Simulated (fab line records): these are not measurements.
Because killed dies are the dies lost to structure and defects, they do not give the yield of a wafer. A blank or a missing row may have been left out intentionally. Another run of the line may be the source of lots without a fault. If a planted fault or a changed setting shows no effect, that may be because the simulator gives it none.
Split-lot experiment -- flow n5-finfet -- 21 wafers read from 7 lots, route of 1938 steps

THE SPLIT ITSELF
At N5_ZERO_LAYER_PECVD_02 (deposits SiO2 from SiH4/N2O, target thk 10 nm, time 6 s), the setting time-s was moved away from the recipe's 6 s on 7 of the 21 wafers read, by -15.0% to +4.2%. For the rest of the wafers, this setting stayed at what the recipe calls for.

The reading is taken at the split's own step.

THE READING
SiO2_of_ZERO_LAYER_PECVD_02.thk-nm (the simulator's own value, which no gauge read), in nm, at N5_ZERO_LAYER_PECVD_02 (deposits SiO2 from SiH4/N2O, target thk 10 nm, time 6 s). The file does not state a usual value for it. Here, 14 wafers ran the recipe; their average is 10.096 nm with a standard deviation of 0.14 nm.

wafer,"tool, chamber at the split","time-s as run, s",against the recipe,"SiO2_of_ZERO_LAYER_PECVD_02.thk-nm, nm",against lot-mates on the recipe
L074.1,"pecvd-04, 2",5.433,-9.5%,9.104,-0.966
L074.2,"pecvd-04, 1",5.433,-9.5%,9.187,-0.883
L074.5,"pecvd-04, 2",6,recipe,10.07,-
L076.1,"pecvd-03, 1",6,recipe,10.11,-
L076.4,"pecvd-03, 0",6,recipe,10.04,-
L076.5,"pecvd-03, 1",6,recipe,10.03,-
L079.2,"pecvd-03, 0",6,recipe,9.867,-
L079.3,"pecvd-03, 0",5.101,-15.0%,8.506,-1.361
L079.5,"pecvd-03, 0",5.101,-15.0%,8.376,-1.491
L086.2,"pecvd-04, 1",6.255,+4.2%,10.52,+0.325
L086.3,"pecvd-04, 2",6,recipe,10.11,-
L086.5,"pecvd-04, 1",6,recipe,10.28,-
L087.1,"pecvd-04, 0",6,recipe,10.18,-
L087.2,"pecvd-04, 1",5.197,-13.4%,8.665,-1.515
L087.6,"pecvd-04, 1",5.197,-13.4%,8.685,-1.495
L090.3,"pecvd-04, 0",6,recipe,10.13,-
L090.5,"pecvd-04, 2",6,recipe,10.21,-
L090.6,"pecvd-04, 1",6,recipe,10.34,-
L094.1,"pecvd-03, 0",6,recipe,9.938,-
L094.3,"pecvd-03, 1",6,recipe,9.827,-
L094.6,"pecvd-03, 1",6,recipe,10.21,-

THE FIT
A straight line over all 21 wafers: SiO2_of_ZERO_LAYER_PECVD_02.thk-nm changes by +0.107 nm for each +1% of time-s; r = +0.98; the points scatter about the line by 0.13 nm.
The same after taking each lot's own level away (the mean of its wafers on the recipe; 21 wafers): +0.101 nm for each +1%; r = +0.99; scatter 0.1 nm.
On that fit, the largest move of time-s shifts the reading by 1.5 nm.
The lots' own levels span 9.8670 to 10.2267 nm, that is 2.5 times the standard deviation above.
The two slopes agree, so the slope changes little with the lot-to-lot level.
Check: with one of the wafers moved furthest among these (-15.0%) left out of the fit, the line predicts -1.57 nm for it against its lot-mates. Against them it came out at -1.36 nm.

FILE'S OWN FIT
SiO2_of_ZERO_LAYER_PECVD_02.thk-nm changes by +0.101 nm for each +1% of time-s, r = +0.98.
